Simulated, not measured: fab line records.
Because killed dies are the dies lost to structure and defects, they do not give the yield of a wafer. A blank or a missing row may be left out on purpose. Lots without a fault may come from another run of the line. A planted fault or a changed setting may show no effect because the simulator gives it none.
fab line records	flow nand-harc
[record] lots = 11	wafers = 33	last-day = 33
route steps=1302 shown A_CONTACT@1024 END@1302
lots that met no fault: from a run of the same line without faults
start-h: hours from the record's first day to the start of the lot's first wafer shown	wait-h: hours from the lot's prior step to this one	" identical to the entry in the row above	L1.1+2: a single row standing in for several wafers	- no value, or no start was given	* or withheld: withheld	< > ~ a bound
route shown NAME@n: NAME is a module with steps in the file, n the number in the route of the first one	usual: mean/standard deviation taken from wafers without a fault	same: alike in all rows	chamber/n: place in a boat	sites: each site's reading	_std_site: how widely they spread, as a standard deviation	_edge_site: outer sites' mean less inner sites'	radius-mm: for every site, how far away it sits from the centre of the wafer	mask NAME#n: copy n	behind: the most recent tool/chamber to have shaped the wafer	hold: the reason the lot was held/the length of the hold in hours/how it ended	device: the transistor (n, p or np) that didn't switch	end of line: the route-end tests of the same wafers	where a step has no rows: the recipe by itself	killed: not the wafer's yield, but the dies lost to structure and defects at the first sort	map: a wafer's dies, x killed, . not, _ none there
set.NAME: the setting that was run; set.NAME@STEP: the one run at that earlier step	model.NAME: the simulator's own value behind a step, which no gauge read
steps of the route over a sample of lots; a table a step, a row a wafer
services: a tool's chamber out of use, with start hour (start-h, from the record's first day; less than 0 if before it), hours out, and reason
[[steps]]
[step NHARC_A_CONTACT_ETCH_102]
[recipe] target-depth-a = 1000	overetch-a = 100	time-s = 55	ion-energy-ev = 100	cf4-flow-sccm = 80	o2-flow-sccm = 20	ar-flow-sccm = 0	rf-w = 300	bias-w = 100	chemistry = CF4/O2
[usual] drypump-motor-current-A = 5.5/0.49	o2-flow-sccm = 20.00/0.061	oes-product-au = 1.002/0.012	rf-fwd-power-W = 296.0/1.3	rf-vpp-V = 197.5/1.5	showerhead-plenum-p-Torr = 1.32/0.062	throttle-valve-pct = 13.396/0.0084
lot.wafer	tool	chamber	start-h	wait-h	drypump-motor-current-A	o2-flow-sccm	oes-product-au	rf-fwd-power-W	rf-hours-counter-h	rf-vpp-V	showerhead-plenum-p-Torr	throttle-valve-pct
L697.2	rie-diel-12	0	493.88	0.1	6.3	20.03	0.990	297.8	13	197.5	1.36	13.394
L697.5	"	2	"	"	5.4	19.93	0.999	297.1	-	197.0	1.26	13.401
L697.6	"	3	"	"	5.8	19.86	1.008	297.9	-	199.6	1.44	13.385
L701.3	rie-diel-12	1	528.72	0.1	6.6	19.99	1.027	297.9	32	194.3	1.25	13.407
L701.2	"	3	"	"	5.9	20.02	1.011	296.8	26	199.4	1.44	13.392
L701.6	"	1	"	"	6.6	19.96	1.012	297.6	-	196.3	1.25	13.391
L702.3	rie-diel-13	0	541.96	0.1	5.2	20.04	1.000	294.3	2	199.5	1.34	13.392
L702.4	"	1	"	"	5.6	20.07	0.989	295.1	2	197.2	1.38	13.392
L702.5	"	0	"	"	5.2	19.97	0.998	295.2	-	197.5	1.34	13.390
L706.2	rie-diel-12	2	588.63	0.1	5.4	19.91	0.993	296.4	49	195.3	1.25	13.401
L706.1	"	0	"	"	6.2	20.11	0.997	296.7	51	198.8	1.35	13.391
L706.6	"	3	"	"	5.9	19.93	1.019	297.6	-	199.5	1.44	13.391
L707.2	rie-diel-12	1	588.88	0.2	6.6	19.95	1.010	297.6	49	195.8	1.25	13.385
L707.1	"	3	"	"	5.8	20.09	1.024	297.9	45	200.1	1.44	13.393
L707.6	"	1	"	"	6.6	20.01	1.010	297.2	-	196.8	1.25	13.415
L708.1	rie-diel-13	1	612.31	0.1	5.7	19.93	0.994	294.9	15	197.9	1.37	13.400
L708.3	"	3	"	"	5.6	20.00	1.007	296.2	15	198.3	1.30	13.399
L708.6	"	0	"	"	5.2	20.04	0.998	293.4	-	198.9	1.33	13.399
L714.2	rie-diel-12	1	657.72	0.1	6.6	20.06	1.005	296.7	12	194.9	1.24	13.386
L714.4	"	3	"	"	5.8	20.12	1.032	296.4	9	199.5	1.43	13.404
L714.6	"	0	"	"	6.3	20.18	1.015	298.0	-	199.5	1.34	13.403
L716.3	rie-diel-13	1	680.58	0.1	5.7	19.93	0.987	294.4	28	199.1	1.37	13.380
L716.6	"	1	"	"	5.7	19.97	0.996	296.1	-	198.5	1.37	13.411
L716.5	"	2	"	"	4.9	20.02	0.993	295.9	-	196.2	1.25	13.410
L718.1	rie-diel-06	2	710.53	0.0	4.9	20.03	0.989	296.1	17	196.9	1.29	13.387
L718.6	"	2	"	"	4.9	20.08	1.012	295.6	-	197.1	1.29	13.395
L718.5	"	3	"	"	5.4	20.07	0.994	296.1	-	199.2	1.44	13.404
L719.3	rie-diel-13	3	712.27	0.1	5.6	20.03	0.994	295.4	2	197.5	1.29	13.388
L719.1	"	2	"	"	4.9	19.99	1.008	296.7	2	195.8	1.25	13.390
L719.5	"	0	"	"	5.2	20.00	0.993	295.2	-	197.2	1.33	13.413
L717.1	rie-diel-13	1	715.50	0.1	5.7	20.07	1.016	296.7	3	198.8	1.37	13.391
L717.4	"	0	"	"	5.2	19.87	0.995	292.2	2	198.4	1.33	13.401
L717.5	"	2	"	"	4.9	20.02	1.011	295.1	-	195.2	1.25	13.389
[step NHARC_A_CONTACT_STRIP_55]
[recipe] o2-flow-sccm = 500	ar-flow-sccm = 0	bias-w = 0	chemistry = O2
[usual] drypump-motor-current-A = 5.6/0.49	o2-flow-sccm = 499.8/1.5	oes-product-au = 1.001/0.0099	rf-vpp-V = 57.7/0.88	showerhead-plenum-p-Torr = 3.49/0.15	throttle-valve-pct = 17.036/0.0089
lot.wafer	tool	chamber	start-h	wait-h	drypump-motor-current-A	o2-flow-sccm	oes-product-au	rf-hours-counter-h	rf-vpp-V	showerhead-plenum-p-Torr	throttle-valve-pct
L697.2	rie-diel-12	3	-	-	5.9	499.8	1.013	11	58.3	3.80	17.030
L697.6	"	0	"	"	6.3	501.3	0.999	-	58.1	3.58	17.053
L697.5	"	1	"	"	6.5	501.2	1.027	-	57.7	3.32	17.045
L701.2	rie-diel-12	0	-	-	6.3	495.8	0.993	28	59.3	3.57	17.051
L701.3	"	1	"	"	6.6	501.2	1.018	32	55.8	3.32	17.031
L701.6	"	2	"	"	5.5	500.2	0.998	-	56.8	3.33	17.036
L702.3	rie-diel-13	2	-	-	4.9	498.5	0.998	1	58.3	3.32	17.037
L702.4	"	0	"	"	5.2	500.1	0.995	2	58.4	3.53	17.039
L702.5	"	2	"	"	4.9	498.7	1.006	-	56.2	3.32	17.037
L706.1	rie-diel-12	0	-	-	6.3	498.6	1.003	51	56.8	3.56	17.047
L706.2	"	1	"	"	6.6	500.4	1.013	48	57.4	3.31	17.036
L706.6	"	1	"	"	6.6	500.1	1.011	-	56.1	3.31	17.040
L707.2	rie-diel-12	1	-	-	6.5	502.7	1.015	49	57.9	3.31	17.043
L707.1	"	2	"	"	5.5	499.0	0.992	49	55.7	3.32	17.043
L707.6	"	2	"	"	5.4	498.4	0.999	-	57.5	3.32	17.032
L708.1	rie-diel-13	1	-	-	5.7	497.8	0.983	15	57.4	3.62	17.012
L708.3	"	0	"	"	5.2	498.8	1.012	15	58.5	3.53	17.030
L708.6	"	2	"	"	4.9	496.2	1.003	-	57.8	3.31	17.039
L714.2	rie-diel-12	3	-	-	5.9	495.7	1.023	9	60.0	3.77	17.043
L714.4	"	1	"	"	6.6	501.1	1.011	12	57.7	3.30	17.033
L714.6	"	3	"	"	5.9	499.4	1.024	-	59.2	3.77	17.034
L716.3	rie-diel-13	1	-	-	5.7	500.7	0.991	28	57.6	3.61	17.019
L716.5	"	0	"	"	5.2	499.0	1.004	-	57.6	3.52	17.040
L716.6	"	1	"	"	5.7	502.4	0.992	-	57.6	3.61	17.044
L718.1	rie-diel-06	1	-	-	5.3	500.2	0.993	15	57.2	3.70	17.042
L718.6	"	2	"	"	4.9	500.5	0.994	-	57.2	3.42	17.041
L718.5	"	3	"	"	5.4	501.0	0.978	-	57.6	3.80	17.035
L719.3	rie-diel-13	2	-	-	4.9	500.6	0.987	2	57.4	3.30	17.026
L719.1	"	0	"	"	5.2	499.7	0.992	2	57.6	3.52	17.023
L719.5	"	2	"	"	4.9	499.7	0.996	-	57.5	3.30	17.046
L717.1	rie-diel-13	2	-	-	4.9	501.3	0.995	3	57.0	3.30	17.031
L717.4	"	3	"	"	5.5	501.2	0.977	2	58.8	3.42	17.038
L717.5	"	1	"	"	5.7	498.4	1.005	-	57.8	3.61	17.030
[step NHARC_A_CONTACT_DEP_58]
[recipe] target-thk-a = 900	target-thk-nm = 90	temp-c = 400	pressure-torr = 3.5	flow-sccm = 200	rf-w = 350	material = SiON
[usual] heater-power-w = 740/110	rf-fwd-power-W = 348.4/1.1
lot.wafer	tool	chamber	start-h	wait-h	heater-power-w	rf-fwd-power-W
L697.2	pecvd-04	0	500.15	2.3	786	347.3
L697.6	"	2	"	"	714	347.1
L697.5	"	0	"	"	818	347.6
L701.3	pecvd-01	1	535.36	1.6	681	348.4
L701.2	"	0	"	"	834	349.4
L701.6	"	1	"	"	658	348.9
L702.3	pecvd-01	2	547.62	1.6	755	346.2
L702.4	"	1	"	"	692	350.3
L702.5	"	0	"	"	987	349.1
L706.2	pecvd-03	1	594.16	2.2	850	348.2
L706.1	"	2	"	"	703	347.6
L706.6	"	0	"	"	763	348.8
L707.1	pecvd-03	1	594.88	2.8	780	345.6
L707.2	"	2	"	"	706	349.3
L707.6	"	2	"	"	706	348.8
L708.1	pecvd-04	1	616.28	2.8	590	349.8
L708.3	"	2	"	"	735	348.3
L708.6	"	1	"	"	602	349.5
L714.2	pecvd-03	1	662.10	2.2	850	349.5
L714.4	"	1	"	"	854	347.9
L714.6	"	2	"	"	705	349.4
L716.3	pecvd-03	0	684.48	1.6	767	348.7
L716.5	"	1	"	"	819	350.7
L716.6	"	2	"	"	710	349.8
L718.1	pecvd-01	1	715.69	2.7	616	348.0
L718.6	"	2	"	"	726	346.6
L718.5	"	0	"	"	884	347.9
L719.1	pecvd-04	1	718.88	2.7	643	346.9
L719.3	"	1	"	"	642	346.7
L719.5	"	0	"	"	814	348.6
L717.1	pecvd-04	0	723.56	2.8	768	347.3
L717.5	"	2	"	"	752	347.7
L717.4	"	0	"	"	809	347.0
[step NHARC_A_CONTACT_INSPECT_71]
[usual] raw-defect-count = 83/43
lot.wafer	tool	chamber	start-h	wait-h	raw-defect-count
L697.2	defect-inspect-02	-	500.81	0.0	150
L697.5	"	-	"	"	137
L697.6	"	-	"	"	152
L701.2	defect-inspect-02	-	536.21	0.0	16
L701.3	"	-	"	"	13
L701.6	"	-	"	"	17
L702.3	defect-inspect-01	-	548.46	0.0	75
L702.4	"	-	"	"	66
L702.5	"	-	"	"	70
L706.1	defect-inspect-02	-	594.89	0.0	136
L706.2	"	-	"	"	123
L706.6	"	-	"	"	134
L707.1	defect-inspect-02	-	595.73	0.0	47
L707.2	"	-	"	"	47
L707.6	"	-	"	"	39
L708.1	defect-inspect-01	-	617.00	0.0	17
L708.3	"	-	"	"	21
L708.6	"	-	"	"	25
L714.2	defect-inspect-01	-	662.80	0.0	1449
L714.4	"	-	"	"	1420
L714.6	"	-	"	"	113
L716.3	defect-inspect-01	-	685.33	0.0	109
L716.5	"	-	"	"	1468
L716.6	"	-	"	"	116
L718.1	defect-inspect-01	-	716.48	0.0	84
L718.5	"	-	"	"	77
L718.6	"	-	"	"	77
L719.1	defect-inspect-02	-	719.81	0.0	28
L719.3	"	-	"	"	23
L719.5	"	-	"	"	17
L717.1	defect-inspect-01	-	724.37	0.0	75
L717.4	"	-	"	"	77
L717.5	"	-	"	"	71
[step NHARC_A_CONTACT_ETCH_126]
[recipe] source-w = withheld	pressure-mtorr = 20	bias-v = 3000	time-s = 197	target-depth-a = 19180	ar-flow-sccm = withheld	c4f8-flow-sccm = withheld	o2-flow-sccm = withheld	chemistry = C4F8/O2/Ar
lot.wafer	tool	chamber	start-h	wait-h	rf-hours-counter-h
L697.2	har-cap-etch-02	0	502.82	0.1	85
L697.6	"	1	"	"	-
L697.5	"	0	"	"	-
L701.2	har-cap-etch-02	1	538.18	0.1	92
L701.3	"	1	"	"	-
L701.6	"	0	"	"	-
L702.4	har-cap-etch-02	0	550.48	0.1	-
L702.3	"	1	"	"	-
L702.5	"	0	"	"	-
L706.2	har-cap-etch-01	0	596.87	0.1	17
L706.1	"	1	"	"	17
L706.6	"	0	"	"	-
L707.1	har-cap-etch-03	1	597.71	0.1	55
L707.2	"	0	"	"	55
L707.6	"	0	"	"	-
L708.1	har-cap-etch-03	0	619.02	0.1	58
L708.3	"	0	"	"	-
L708.6	"	1	"	"	-
L714.2	har-cap-etch-01	1	664.90	0.2	32
L714.4	"	0	"	"	-
L714.6	"	0	"	"	-
L716.3	har-cap-etch-03	1	687.39	0.1	-
L716.6	"	0	"	"	-
L716.5	"	1	"	"	-
L718.1	har-cap-etch-03	0	718.50	0.1	76
L718.5	"	1	"	"	-
L718.6	"	0	"	"	-
L719.1	har-cap-etch-01	0	721.80	0.1	38
L719.3	"	0	"	"	-
L719.5	"	1	"	"	-
L717.1	har-cap-etch-03	1	726.69	0.1	78
L717.4	"	1	"	"	-
L717.5	"	0	"	"	-
[step NHARC_END_SORT_01]
[recipe] temp-c = 25
[usual] killed-at-array = 55/22	killed-at-other = 1.1/1.4	killed-at-periphery = 4/3.2	killed-dies = 59/22	killed-open = 3.3/1.8	killed-short = 2.5/1.5
[same] gross-dies = 677
lot.wafer	tool	chamber	start-h	wait-h	killed-at-array	killed-at-other	killed-at-periphery	killed-dies	killed-open	killed-short
L714.2	prober-01	0	725.42	2.8	139	2	2	143	3	2
L714.4	prober-01	0	727.01	3.4	158	0	2	160	1	2
L714.6	prober-01	0	728.60	4.0	71	5	2	78	3	3
L716.3	prober-02	0	744.84	3.1	81	0	2	83	4	0
L716.5	prober-02	0	746.43	3.7	134	0	3	137	3	1
L716.6	prober-02	0	747.23	4.0	57	1	2	60	3	5
// killed by level:class
L714.2 A_CONTACT:unspecified=75 A_SLIT:chamber-film-flake=30 A_CHANNEL_HOLE_D1:chamber-film-flake=12 A_CHANNEL_HOLE_D2:chamber-film-flake=11 A_STAIRCASE:chamber-film-flake=5 A_DECK1_JOINT:geometric-particle:short=2 A_CHANNEL_FILL_D2:geometric-particle:open=2 A_CHANNEL_FILL_D1:chamber-film-flake=2
L714.4 A_CONTACT:unspecified=73 A_SLIT:chamber-film-flake=35 A_CHANNEL_HOLE_D2:chamber-film-flake=29 A_CHANNEL_HOLE_D1:chamber-film-flake=11 A_SGD_CUT:chamber-film-flake=3 A_CHANNEL_FILL_D1:chamber-film-flake=2 P_CONTACT:geometric-particle:short=1 A_CHANNEL_FILL_D2:geometric-particle:short=1
L714.6 A_SLIT:chamber-film-flake=23 A_CHANNEL_HOLE_D2:chamber-film-flake=20 A_CHANNEL_HOLE_D1:chamber-film-flake=17 THIN_TSV:chamber-film-flake=5 A_WL_FILL:chamber-film-flake=2 A_SOURCE_PLATE:geometric-particle:open=1 A_DECK1_JOINT:geometric-particle:short=1 A_DECK1_JOINT:geometric-particle:open=1
L716.3 A_SLIT:chamber-film-flake=31 A_CHANNEL_HOLE_D2:chamber-film-flake=28 A_CHANNEL_HOLE_D1:chamber-film-flake=10 A_CONTACT:chamber-film-flake=4 A_BLC:geometric-particle:open=2 A_WL_FILL:chamber-film-flake=2 A_DECK1_JOINT:geometric-particle:open=1 A_M1:geometric-particle:open=1
L716.5 A_CONTACT:unspecified=68 A_CHANNEL_HOLE_D2:chamber-film-flake=25 A_SLIT:chamber-film-flake=22 A_CHANNEL_HOLE_D1:chamber-film-flake=9 A_WL_FILL:chamber-film-flake=3 A_CONTACT:chamber-film-flake=3 P_M0:geometric-particle:open=2 A_ONON_D2:geometric-particle:short=1
L716.6 A_SLIT:chamber-film-flake=25 A_CHANNEL_HOLE_D2:chamber-film-flake=14 A_CHANNEL_HOLE_D1:chamber-film-flake=6 A_CONTACT:chamber-film-flake=4 A_ONON_D2:geometric-particle:short=3 A_WL_FILL:chamber-film-flake=2 P_CONTACT:geometric-particle:open=1 P_M0:geometric-particle:open=1
[[services]]
tool	chamber	start-h	hours	kind
rie-diel-06	-	485.10	9.0	pm
pecvd-01	-	492.80	13.0	pm
har-cap-etch-01	-	497.00	17.0	pm
har-cap-etch-02	-	498.05	0.2	repair
rie-diel-13	-	519.00	9.0	pm
pecvd-04	-	530.24	1.7	repair
har-cap-etch-01	-	533.08	1.5	repair
pecvd-03	-	547.20	13.0	pm
har-cap-etch-03	-	571.77	11.1	repair
pecvd-01	-	588.60	0.9	repair
pecvd-01	-	594.35	3.7	repair
rie-diel-06	-	595.66	1.1	repair
har-cap-etch-03	-	603.79	0.5	repair
rie-diel-12	-	622.52	9.0	pm
pecvd-03	2	622.86	7.9	repair
pecvd-01	0	626.42	19.4	repair
pecvd-04	-	631.31	13.0	pm
pecvd-01	-	648.96	0.8	repair
rie-diel-12	3	659.32	4.4	repair
rie-diel-06	3	659.80	7.1	repair
pecvd-01	-	673.93	13.0	pm
rie-diel-13	-	696.00	9.0	pm
rie-diel-12	3	715.36	4.2	repair
pecvd-04	2	715.68	5.5	repair
[[key]]
[first-sign] step = NHARC_A_CONTACT_INSPECT_71	reading = raw-defect-count	direction = up	sigmas = 32	usual = 83	struck = 1446
[effect] step = NHARC_END_SORT_01	reading = killed-dies	direction = up	sigmas = 4	usual = 59	struck = 147
[more-kills-born-at] NHARC_A_CONTACT_DEP_58@pecvd-03 = 216
met-at NHARC_A_CONTACT_DEP_58
struck-lots L714,L716
struck-wafers L714.2,L714.4,L716.5
tester-left-out L714,L716
not-acting-at NHARC_A_CONTACT_ETCH_102,NHARC_A_CONTACT_STRIP_55,NHARC_A_CONTACT_ETCH_126
onset-between 594.88 662.10
[fault] kind = chamber-particle-source	tool = pecvd-03	chamber = 1	onset-h = 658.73	steps = NHARC_A_CONTACT_DEP_58	rate-per-visit-cm2 = 2.0174	end-h = 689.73
// tester-left-out: of these lots the tester's yield and bins aren't shown, on N5 and GAA mostly nor the transistor test; their killed dies are dies lost to structure and defects alone, not to doping, threshold or leakage, so they don't give the yield
